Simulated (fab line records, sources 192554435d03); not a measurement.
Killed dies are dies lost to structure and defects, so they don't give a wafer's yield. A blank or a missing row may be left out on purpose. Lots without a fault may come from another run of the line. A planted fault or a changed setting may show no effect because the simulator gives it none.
Problem report in the 8D (eight disciplines) form, filled by code | flow n5_finfet | the parts of the form that need people (team, actions taken, sign-off) are left out

1. THE PROBLEM
raw_defect_count at N5_MOL_CONTACT_COAG_INSPECT_42 reads a mean of 1266 on 3 wafers of 2 lots; wafers without a fault read 211 with a standard deviation of 58. That is +18 standard deviations from the usual mean.
The step: inspects for defects (brightfield).
First seen on wafer L242.2, day 8 00:31, on defect_inspect-02. The record holds 24 wafers of 8 lots with a number at this step. Rule for "out", or "out of limits": more than 4 standard deviations from the usual mean. The other wafers with a number count as sound.

2. WHAT IT IS AND WHAT IT IS NOT
question                    | is                     | is not
which readings at this step | raw_defect_count       | -
which lots                  | L242, L245             | L233, L236, L243, L249, L253, L254
which wafers of those lots  | L242.2, L242.6, L245.4 | L242.4, L245.1, L245.5
read on which gauges        | defect_inspect-02      | defect_inspect-01
when                        | from day 8 00:31       | up to then (4 sound wafers); but 17 sound wafers of L233, L243, L245, L249, L253, L254 came after

3. SUSPECTS, AND WHAT RULES EACH OUT
Counting: a tool at a process step up to the reading stays a suspect if it ran every lot that is out. Sound lots after the first of them don't rule it out here, since some wafers of a struck lot are sound.
- the gauge at N5_MOL_CONTACT_COAG_INSPECT_42: ruled out. All the wafers that are out were read on defect_inspect-02, but those of them that N5_PASSIVATION_PROBE_49 has rows for are out there too, on other tools.
- rie_diel-01 at N5_MOL_CONTACT_COAG_ETCH_89 (etches underlayer in N2/H2, target depth 13 nm, time 10.4 s): kept. It ran every lot that is out, first L242 (day 7 22:47); its last sound lot up to then is L236 (day 6 10:43).
- rie_diel-01 at N5_MOL_CONTACT_COAG_ETCH_90 (etches SiARC in CF4, target depth 13 nm, time 21.7 s): kept. It ran every lot that is out, first L242 (day 7 22:48); its last sound lot up to then is L236 (day 6 10:44).
- plasma_asher-01 at N5_MOL_CONTACT_COAG_STRIP_119 (strips in N2/H2, time 30 s): kept. It ran every lot that is out, first L242 (day 7 23:53).
- Within rie_diel-01 at N5_MOL_CONTACT_COAG_ETCH_89: the wafers that are out ran in chamber 3; their sound lot-mates ran in chambers 0, 2.
- Within rie_diel-01 at N5_MOL_CONTACT_COAG_ETCH_90: the wafers that are out ran in chamber 3; their sound lot-mates ran in chambers 0, 2.
Left after counting: rie_diel-01 at N5_MOL_CONTACT_COAG_ETCH_89, rie_diel-01 at N5_MOL_CONTACT_COAG_ETCH_90, plasma_asher-01 at N5_MOL_CONTACT_COAG_STRIP_119.

4. THE CAUSE (what the simulator had put in)
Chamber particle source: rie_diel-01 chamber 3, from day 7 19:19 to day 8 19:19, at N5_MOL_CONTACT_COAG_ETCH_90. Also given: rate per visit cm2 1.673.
Counting left 3 suspects, and this tool is among them.

5. THE CHAIN OF EFFECTS, in route order
Each row: a reading whose mean over the struck wafers that have a number lies more than 3 standard deviations from the usual. Only readings for which the record gives a usual standard deviation are gone through. hours: the time from each lot's start at the first step in this table that gives one to its start at this step, as a median over the lots. sigmas: the change in usual standard deviations.
hours | step                           | reading              | usual  | on struck wafers | change | sigmas
0     | N5_MOL_CONTACT_COAG_INSPECT_42 | raw_defect_count     | 211    | 1266             | +1055  | +18
182   | N5_PASSIVATION_PROBE_49        | defect_limited_yield | 91.0 % | 82.8             | -8.2   | -6.3
182   | N5_PASSIVATION_PROBE_49        | killed_at_contacts   | 12     | 121              | +109   | +19
182   | N5_PASSIVATION_PROBE_49        | killed_dies          | 106    | 203              | +97    | +6.5
182   | N5_PASSIVATION_PROBE_49        | killed_on_rim        | 14     | 30               | +16    | +4.2
182   | N5_PASSIVATION_PROBE_49        | sort_bin_5_function  | 5.3 %  | 9.6              | +4.3   | +4.9
182   | N5_PASSIVATION_PROBE_49        | sort_n_pass          | 1074   | 977              | -97    | -6.5
182   | N5_PASSIVATION_PROBE_49        | sort_yield_pct       | 91.0 % | 82.8             | -8.2   | -6.3
The process steps in it:
- N5_PASSIVATION_PROBE_49
Later measuring or inspecting steps at which every struck wafer that the step has a row for has a number for every such reading, and none has moved that far: N5_BEOL_M4_RC_MEAS_101.

6. WHAT WOULD HAVE CAUGHT IT SOONER
In this record the first reading out of limits at a measuring or inspecting step was taken at day 8 00:31, 5 hours after the fault began at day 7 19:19.
Of the tool readings at N5_MOL_CONTACT_COAG_ETCH_90 for which the record gives a usual standard deviation, none was out on any struck wafer, so an alarm limit of 4 standard deviations on them would not have fired.
Of the lots that are out (2), L245 began N5_MOL_CONTACT_COAG_ETCH_90 on rie_diel-01 after day 8 00:31. A hold on the tool at that time would have spared it.
